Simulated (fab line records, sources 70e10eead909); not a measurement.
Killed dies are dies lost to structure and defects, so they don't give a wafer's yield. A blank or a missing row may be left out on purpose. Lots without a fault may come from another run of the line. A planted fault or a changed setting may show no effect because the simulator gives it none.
Chamber matching | flow nand_harc | NHARC_A_STAIRCASE_TRIM_12 on rie_diel-01: 4 sister chambers
The step chemistry O2, time 211.2 s. 20 wafers are shown with their chamber, then 10 later ones without.

WAFERS WITH THEIR CHAMBER
wafer  | chamber | showerhead_plenum_p_Torr (Torr) | drypump_motor_current_A (A) | oes_product_au (a.u.)
L076.3 | 2       | 3.50                            | 5.5                         | 1.009
L076.4 | 0       | 3.79                            | 6.0                         | 0.996
L076.5 | 0       | 3.79                            | 6.0                         | 0.996
L077.1 | 0       | 3.79                            | 6.0                         | 0.989
L077.2 | 2       | 3.50                            | 5.6                         | 1.001
L077.3 | 1       | 3.55                            | 5.7                         | 1.012
L077.4 | 3       | 3.62                            | 5.0                         | 1.020
L077.5 | 0       | 3.79                            | 6.0                         | 0.984
L077.6 | 3       | 3.62                            | 5.0                         | 1.008
L080.3 | 2       | 3.50                            | 5.5                         | 0.994
L080.5 | 3       | 3.61                            | 5.0                         | 0.994
L080.6 | 2       | 3.50                            | 5.5                         | 1.000
L086.2 | 0       | 3.78                            | 6.0                         | 0.987
L086.3 | 1       | 3.54                            | 5.6                         | 1.019
L086.4 | 2       | 3.49                            | 5.5                         | 1.008
L084.1 | 3       | 3.61                            | 5.0                         | 1.012
L084.2 | 0       | 3.78                            | 6.0                         | 0.992
L084.5 | 0       | 3.78                            | 6.0                         | 0.996
L090.2 | 3       | 3.60                            | 5.0                         | 1.003
L090.3 | 1       | 3.53                            | 5.6                         | 1.014

SIGNATURES (means of the wafers above)
reading                  | chamber 0 | chamber 1 | chamber 2 | chamber 3 | scatter within a chamber
showerhead_plenum_p_Torr | 3.7857    | 3.5400    | 3.4980    | 3.6120    | 0.00676
drypump_motor_current_A  | 6.000     | 5.633     | 5.520     | 5.000     | 0.0303
oes_product_au           | 0.99143   | 1.01500   | 1.00240   | 1.00740   | 0.00662
Rule: a wafer's distance from a chamber is the root of the sum, over the readings, of the square of ((its reading less the chamber's mean) divided by the reading's scatter). The wafer belongs to the nearest chamber; if the next one is less than 2 further off, it can't be placed. The scatter: the root of (the sum of the squares of (reading less its chamber's mean) over the shown wafers, divided by (wafers less chambers)).

WAFERS WITHOUT THEIR CHAMBER
wafer  | showerhead_plenum_p_Torr (Torr) | drypump_motor_current_A (A) | oes_product_au (a.u.)
L090.6 | 3.78                            | 6.0                         | 0.990
L088.2 | 3.78                            | 6.0                         | 0.977
L088.3 | 3.49                            | 5.6                         | 0.968
L088.6 | 3.53                            | 5.6                         | 1.006
L093.2 | 3.53                            | 5.7                         | 1.012
L093.3 | 3.60                            | 5.0                         | 0.992
L093.5 | 3.60                            | 5.0                         | 0.992
L094.1 | 3.60                            | 5.0                         | 0.992
L094.4 | 3.53                            | 5.6                         | 1.004
L094.6 | 3.48                            | 5.6                         | 0.981

WHICH CHAMBER EACH WENT THROUGH
wafer  | from the rows above | in truth
L090.6 | 0                   | 0
L088.2 | 0                   | 0
L088.3 | 2                   | 2
L088.6 | 1                   | 1
L093.2 | 1                   | 1
L093.3 | 3                   | 3
L093.5 | 3                   | 3
L094.1 | 3                   | 3
L094.4 | 1                   | 1
L094.6 | 2                   | 2
Placed correctly: 10 of 10. Can't be placed from these rows: 0. Placed wrongly: 0.
